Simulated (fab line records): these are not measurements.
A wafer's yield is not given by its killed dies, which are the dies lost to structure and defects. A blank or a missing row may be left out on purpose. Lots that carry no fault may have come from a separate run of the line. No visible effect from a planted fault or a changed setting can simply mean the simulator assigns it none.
Which tool was responsible?	flow nand-harc	14 lots with 42 wafers sampled at 5 steps, on a route of 1159 steps

## WHAT THE GAUGES SHOWED, per wafer
NHARC_P_M0_OVL_MEAS_10: pitch 180 nm.
lot	measured	on	overlay-x-nm (nm)	overlay-y-nm (nm)
L862	day 5 21:51	overlay-02	-0.2 -0.2 -0.7	1.0 0.6 0.5
L864	day 6 01:47	overlay-02	-0.2 0.2 0.0	-0.4 -0.9 -0.5
L867	day 6 22:23	overlay-02	0.9 1.4 1.2	-0.3 -0.1 -0.6
L870	day 7 23:07	overlay-01	-0.1 -0.1 -0.1	1.3 1.2 1.1
L872	day 8 06:10	overlay-02	1.4 1.1 1.5	-1.1 -1.7 -0.6
L877	day 9 01:02	overlay-01	-0.8 -0.9 -0.8	-1.1 -1.2 -1.0
L874	day 9 12:44	overlay-01	-0.8 -1.3 -1.3	-1.3 -1.6 -1.2
L876	day 9 21:50	overlay-01	0.5 0.5 0.4	-0.7 -0.2 -0.9
L878	day 10 02:44	overlay-02	-0.9 -0.9 -1.0	2.1 1.9 2.0
L880	day 10 09:58	overlay-02	0.8 1.1 0.9	-0.6 -0.3 -0.1
L882	day 10 16:17	overlay-02	-0.4 0.0 0.3	1.3 1.0 1.1
L883	day 11 01:41	overlay-02	-0.5 0.1 -0.3	0.7 0.8 0.6
L884	day 11 07:19	overlay-01	-0.2 -0.3 0.1	-0.4 -0.6 -0.6
L885	day 11 07:35	overlay-01	-0.9 -0.2 -0.7	-0.3 0.0 0.0

NHARC_P_M0_CD_MEAS_16.
lot	measured	on	cd-nm (nm)
L862	day 5 22:15	cd-sem-03	88.2 90.1 90.7
L864	day 6 02:11	cd-sem-02	89.6 90.6 90.6
L867	day 6 22:46	cd-sem-02	89.6 91.0 92.2
L870	day 7 23:32	cd-sem-02	90.2 89.3 90.3
L872	day 8 06:34	cd-sem-03	90.0 90.2 89.7
L877	day 9 01:26	cd-sem-01	92.4 90.0 90.3
L874	day 9 13:08	cd-sem-02	92.1 92.4 90.9
L876	day 9 22:14	cd-sem-02	91.1 91.0 91.1
L878	day 10 03:08	cd-sem-01	90.7 90.0 88.7
L880	day 10 10:22	cd-sem-03	91.3 90.6 88.2
L882	day 10 16:41	cd-sem-03	88.9 89.1 89.7
L883	day 11 02:04	cd-sem-01	91.1 91.2 91.3
L884	day 11 07:44	cd-sem-03	90.0 90.0 90.3
L885	day 11 07:59	cd-sem-01	90.6 90.4 90.0

NHARC_P_M1_CD_MEAS_09: target cd 130 nm.
lot	measured	on	cd-nm (nm)
L862	day 6 01:52	cd-sem-02	129.5 129.3 129.3
L864	day 6 05:51	cd-sem-02	129.2 129.7 130.3
L867	day 7 02:14	cd-sem-02	129.9 130.2 130.5
L870	day 8 03:07	cd-sem-02	159.6 160.3 159.8
L872	day 8 10:01	cd-sem-03	153.0 152.6 153.3
L877	day 9 04:59	cd-sem-01	129.2 129.1 129.3
L874	day 9 16:41	cd-sem-02	129.7 130.1 130.1
L876	day 10 01:55	cd-sem-02	128.9 130.1 130.0
L878	day 10 06:35	cd-sem-03	130.0 130.3 129.6
L880	day 10 14:02	cd-sem-02	129.4 128.9 129.2
L882	day 10 21:06	cd-sem-02	129.0 127.9 128.7
L883	day 11 05:38	cd-sem-01	129.8 129.6 129.7
L884	day 11 11:13	cd-sem-02	130.6 129.5 129.4
L885	day 11 11:38	cd-sem-02	129.6 130.5 130.3

## EACH LOT AND THE TOOL THAT RAN IT (in order: tool; ch and the chambers of the sampled wafers; start)
lot	NHARC_P_M0_DEGAS_28	NHARC_P_M1_PEB_07
L862	pvd-sputter-02, day 5 22:53	litho-track-04 ch 0, day 6 01:47
L864	pvd-sputter-02, day 6 02:48	litho-track-06 ch 0, day 6 05:46
L867	pvd-sputter-01, day 6 23:23	litho-track-06 ch 0, day 7 02:10
L870	pvd-sputter-03, day 8 00:10	litho-track-01 ch 0, day 8 03:02
L872	pvd-sputter-01, day 8 07:12	litho-track-01 ch 0, day 8 09:56
L877	pvd-sputter-01, day 9 02:04	litho-track-04 ch 0, day 9 04:54
L874	pvd-sputter-03, day 9 13:45	litho-track-06 ch 0, day 9 16:37
L876	pvd-sputter-02, day 9 22:52	litho-track-04 ch 0, day 10 01:50
L878	pvd-sputter-03, day 10 03:45	litho-track-04 ch 0, day 10 06:31
L880	pvd-sputter-02, day 10 10:59	litho-track-04 ch 0, day 10 13:57
L882	pvd-sputter-01, day 10 17:19	litho-track-06 ch 0, day 10 21:01
L883	pvd-sputter-03, day 11 02:43	litho-track-06 ch 0, day 11 05:34
L884	pvd-sputter-02, day 11 08:22	litho-track-06 ch 0, day 11 11:08
L885	pvd-sputter-03, day 11 08:36	litho-track-01 ch 0, day 11 11:34
- NHARC_P_M0_DEGAS_28: time 60 s.
- NHARC_P_M1_PEB_07: peb time 65 s.

## AS READ BY THE TOOLS THEMSELVES (means over the sampled wafers that have a number; for cases with no such wafer, the mark the record gives instead)
NHARC_P_M0_DEGAS_28.
lot	tool	heater-power-w (W)
L862	pvd-sputter-02	331
L864	pvd-sputter-02	317
L867	pvd-sputter-01	294
L870	pvd-sputter-03	288
L872	pvd-sputter-01	300
L877	pvd-sputter-01	295
L874	pvd-sputter-03	318
L876	pvd-sputter-02	344
L878	pvd-sputter-03	305
L880	pvd-sputter-02	307
L882	pvd-sputter-01	292
L883	pvd-sputter-03	294
L884	pvd-sputter-02	315
L885	pvd-sputter-03	317

NHARC_P_M1_PEB_07.
lot	tool	heater-power-total-W (W)	plate-temp-C (C)
L862	litho-track-04	156.9	100.06
L864	litho-track-06	156.7	100.14
L867	litho-track-06	156.3	100.09
L870	litho-track-01	179.0	110.36
L872	litho-track-01	179.2	110.36
L877	litho-track-04	156.6	100.03
L874	litho-track-06	156.4	100.06
L876	litho-track-04	156.0	100.04
L878	litho-track-04	156.3	100.29
L880	litho-track-04	156.1	100.10
L882	litho-track-06	156.6	99.96
L883	litho-track-06	156.5	100.10
L884	litho-track-06	156.0	100.06
L885	litho-track-01	156.2	100.18

## THE ANSWER, worked out from the rows above alone
Rule: the usual values come from the lots themselves. Put in order of their means at a reading, lots are off if they are a third of the lots or fewer, leave a main group of 4 or more, and stand apart from it by a gap of 3 or more times the standard deviation of the main group's means; of several such gaps the widest counts. Not used: any main group whose means are identical at the precision the tables above print for the reading. A lot without any number at a reading at which 4 lots or more have one is off too. Where the step has rows for the other lots, those lots are counted as sound. Order of review: gauges by route order, followed by the tools' own readings, for which a lot's mean as printed above is used. At the first step where some lot is off, the reading lying furthest off is the one used; lots without a number count as furthest.
Off at NHARC_P_M1_CD_MEAS_09 (cd-nm): L870, L872. Main group: mean 129.6 nm, sd 0.46.
A tool fits if, at a process step before that reading, it ran every lot that is off, and no sound lot after the first of them. Not tried: the gauges at NHARC_P_M1_CD_MEAS_09; whatever is off there is also off at NHARC_P_M1_PEB_07, on other tools, and gauge error can't account for it. Of those tried, none fits.

## WHAT THE SIMULATOR HAD PUT IN
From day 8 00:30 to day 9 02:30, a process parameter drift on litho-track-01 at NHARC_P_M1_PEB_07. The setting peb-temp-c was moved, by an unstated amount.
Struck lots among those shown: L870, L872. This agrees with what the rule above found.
